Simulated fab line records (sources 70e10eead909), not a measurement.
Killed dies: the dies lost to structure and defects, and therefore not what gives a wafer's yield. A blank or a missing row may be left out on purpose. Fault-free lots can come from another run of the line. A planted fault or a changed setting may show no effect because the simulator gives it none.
Problem report in the 8D (eight disciplines) form, filled by code + flow nand-harc + the parts of the form that need people (team, actions taken, sign-off) are left out

## 1. THE ISSUE
At NHARC_A_ONON_D1_THK_MEAS_08, thk-nm averages 864 nm over 6 wafers from 2 lots, while fault-free wafers read 999 nm, standard deviation 13. Relative to the usual mean, that is a shift of -10 standard deviations.
The step: measures by ellipsometry.
Seen first at day 13 21:31 on film-metro-02, wafer L665.1. At this step, 39 wafers from 13 lots have a number in the record. Rule for "out", or "out of limits": more than 4 standard deviations from the usual mean. Any other wafer with a number is counted as sound.

## 2. WHAT IT IS AND WHAT IT IS NOT
| question                    | is                     | is not                                                                    |
|-----------------------------|------------------------|---------------------------------------------------------------------------|
| which readings at this step | thk-nm                 | -                                                                         |
| which lots                  | L665, L668             | L653, L654, L655, L656, L657, L658, L660, L661, L667, L674, L675          |
| which wafers of those lots  | all that have a number | -                                                                         |
| read on which gauges        | film-metro-02          | film-metro-01                                                             |
| when                        | from day 13 21:31      | up to then (27 sound wafers); but 6 sound wafers of L674, L675 came after |

## 3. SUSPECTS, AND WHAT RULES EACH OUT
Counting: a tool at a process step up to the reading stays a suspect if it ran every lot that is out and no sound lot after the first of them.
- the gauge at NHARC_A_ONON_D1_THK_MEAS_08: kept. All the wafers that are out were read on film-metro-02, and no step on other tools shows them out.
- rie-diel-05 at NHARC_A_ZERO_WELL_DESCUM_12 (chemistry O2, time 3 s): ruled out as a lasting fault. Following L665 (day 12 21:37), the first lot on it that is out, the sound lots L674, L675 were run on it.
- pecvd-onon-04 at NHARC_A_ONON_D1_DEP_06 (target thk 1000 nm): kept. All lots that are out passed through it, beginning with L665 at day 13 21:01, and no sound lot followed; its final sound lot before that point was L661 at day 11 07:05.
What counting leaves: pecvd-onon-04 at NHARC_A_ONON_D1_DEP_06 and film-metro-02 at NHARC_A_ONON_D1_THK_MEAS_08.

## 4. THE CAUSE (what the simulator had put in)
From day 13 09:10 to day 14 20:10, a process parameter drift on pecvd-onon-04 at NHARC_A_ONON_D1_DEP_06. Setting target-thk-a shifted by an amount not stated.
After counting, 2 suspects remain, this tool included.

## 5. THE CHAIN OF EFFECTS, in route order
Rows list readings where the struck wafers' mean (over those with a number) sits beyond 3 standard deviations from the usual. Only readings whose record carries a usual standard deviation are examined. hours: median over the lots of the time between each lot's start at the first step of this table that gives one and its start at this step. sigmas: the change, counted in usual standard deviations.
| hours | step                        | reading | usual  | on struck wafers | change | sigmas |
|-------|-----------------------------|---------|--------|------------------|--------|--------|
| 0     | NHARC_A_ONON_D1_THK_MEAS_08 | thk-nm  | 999 nm | 864              | -135   | -10    |
Later steps that measure or inspect, where all struck wafers having a row at the step show a number for every such reading and not one has moved that far: NHARC_A_ONON_D1_THK_MEAS_21, NHARC_END_SORT_01.

## 6. HOW IT WOULD HAVE BEEN CAUGHT EARLIER
Counted from the fault's start at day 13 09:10, it took 12 hours until the first out-of-limits reading at a measuring or inspecting step in this record, taken at day 13 21:31.
Of the lots that are out (2), L668 began NHARC_A_ONON_D1_DEP_06 on pecvd-onon-04 after day 13 21:31. Holding the tool at that time would have saved it.
